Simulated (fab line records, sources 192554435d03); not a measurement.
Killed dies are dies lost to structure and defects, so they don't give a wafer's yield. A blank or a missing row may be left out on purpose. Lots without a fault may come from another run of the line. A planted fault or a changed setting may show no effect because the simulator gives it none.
Split-lot experiment | flow n5_finfet | 7 lots, 21 wafers read, on a route of 1938 steps

THE SPLIT
At N5_BEOL_M7_COAT_71 (time 60 s, resist thk 5 nm), the setting spin_rpm was moved away from the recipe's 1500 rpm on 11 of the 21 wafers read, by -7.4% to +9.1%. The other wafers ran this setting at the recipe's value.

FROM THE SPLIT TO THE READING: what the file shows between them, 7 steps
- N5_BEOL_M7_COAT_22: resist thk 30 nm (also split here: spin_rpm)
- N5_BEOL_M7_EBR_24
- N5_BEOL_M7_SOFTBAKE_23: time 60 s
- N5_BEOL_M7_EXPOSE_25: exposes mask V6, target cd 40 nm
- N5_BEOL_M7_PEB_26: peb time 60 s
- N5_BEOL_M7_DEVELOP_27: develop time 30 s
- N5_BEOL_M7_DESCUM_33: chemistry O2, time 7 s

THE READING
etch.depth_nm (the simulator's own value, which no gauge read), in nm, at N5_BEOL_M7_ETCH_72 (etches underlayer in N2/H2, target depth 6.5 nm, time 5.2 s). The file gives no usual value for it. The 10 wafers here that ran the recipe average 4.989 nm, standard deviation 0.016 nm.

wafer  | tool, chamber at the split | spin_rpm as run, rpm | against the recipe | etch.depth_nm, nm | against lot-mates on the recipe
L074.1 | litho_track-01, 0          | 1500                 | recipe             | 4.998             | -
L074.2 | litho_track-01, 0          | 1409                 | -6.1%              | 5.139             | +0.141
L074.6 | litho_track-01, 0          | 1409                 | -6.1%              | 5.144             | +0.146
L075.1 | litho_track-02, 0          | 1500                 | recipe             | 4.977             | -
L075.2 | litho_track-02, 0          | 1500                 | recipe             | 4.973             | -
L075.3 | litho_track-02, 0          | 1500                 | recipe             | 4.99              | -
L084.2 | litho_track-01, 0          | 1636                 | +9.1%              | 4.792             | -0.227
L084.3 | litho_track-01, 0          | 1500                 | recipe             | 5.019             | -
L084.6 | litho_track-01, 0          | 1636                 | +9.1%              | 4.796             | -0.223
L082.2 | litho_track-02, 0          | 1567                 | +4.5%              | 4.867             | -0.106
L082.3 | litho_track-02, 0          | 1500                 | recipe             | 4.971             | -
L082.5 | litho_track-02, 0          | 1500                 | recipe             | 4.974             | -
L087.1 | litho_track-04, 0          | 1500                 | recipe             | 5.006             | -
L087.2 | litho_track-04, 0          | 1418                 | -5.5%              | 5.147             | +0.141
L087.5 | litho_track-04, 0          | 1418                 | -5.5%              | 5.148             | +0.142
L085.1 | litho_track-04, 0          | 1389                 | -7.4%              | 5.181             | +0.199
L085.4 | litho_track-04, 0          | 1500                 | recipe             | 4.982             | -
L085.6 | litho_track-04, 0          | 1389                 | -7.4%              | 5.205             | +0.223
L097.1 | litho_track-01, 0          | 1572                 | +4.8%              | 4.881             | -0.121
L097.2 | litho_track-01, 0          | 1572                 | +4.8%              | 4.9               | -0.102
L097.5 | litho_track-01, 0          | 1500                 | recipe             | 5.002             | -

THE FIT
A straight line over all 21 wafers: etch.depth_nm changes by -0.0245 nm for each +1% of spin_rpm; r = -0.99; the points scatter about the line by 0.018 nm.
The same after taking each lot's own level away (the mean of its wafers on the recipe; 21 wafers): -0.0254 nm for each +1%; r = -1.00; scatter 0.01 nm.
On that fit, the largest move of spin_rpm shifts the reading by 0.23 nm.
The lots' own levels span 4.9725 to 5.0190 nm, that is 3.0 times the standard deviation above.
So the lot-to-lot level changes the slope little: the two slopes agree.
Check: with one of the wafers moved furthest among these (+9.1%) left out of the fit, the line predicts -0.227 nm for it against its lot-mates. It came out at -0.227 nm against them.

OTHER SPLITS ON THESE WAFERS
These wafers also went through other splits before the reading. Each is held against what the fit with the lots' levels taken away leaves over:
other split on the same wafers    | wafers away from the commonest value | r with etch.depth_nm (lot level and that fit taken away)
N5_BEOL_M4_ETCH_64 bias_w         | 12                                   | -0.13
N5_BEOL_M4_COAT_67 spin_rpm       | 8                                    | +0.52
N5_BEOL_M5_ILD_DEP_00 time_s      | 3                                    | -0.14
N5_BEOL_M5_PECVD_70 temp_c        | 5                                    | +0.17
N5_BEOL_M7_PECVD_70 temp_c        | 6                                    | -0.15
N5_BEOL_M7_HM_DEP_02 target_thk_a | 7                                    | -0.09
N5_BEOL_M7_COAT_22 spin_rpm       | 4                                    | +0.11

THE WHOLE CHAIN: every reading that the file lists as answering this split, in the file's order
step               | what it does                                                | reading                                                        | change (the file's fit)                | r (the file's)
N5_BEOL_M7_ETCH_72 | etches underlayer in N2/H2, target depth 6.5 nm, time 5.2 s | etch_rf_on_time_s                                              | withheld for each +1% of the setting   | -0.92
N5_BEOL_M7_ETCH_72 | etches underlayer in N2/H2, target depth 6.5 nm, time 5.2 s | etch.depth_nm (the simulator's own value, which no gauge read) | -0.0253 nm for each +1% of the setting | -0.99

THE FILE'S OWN FIT
etch.depth_nm changes by -0.0253 nm for each +1% of spin_rpm, r = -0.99.
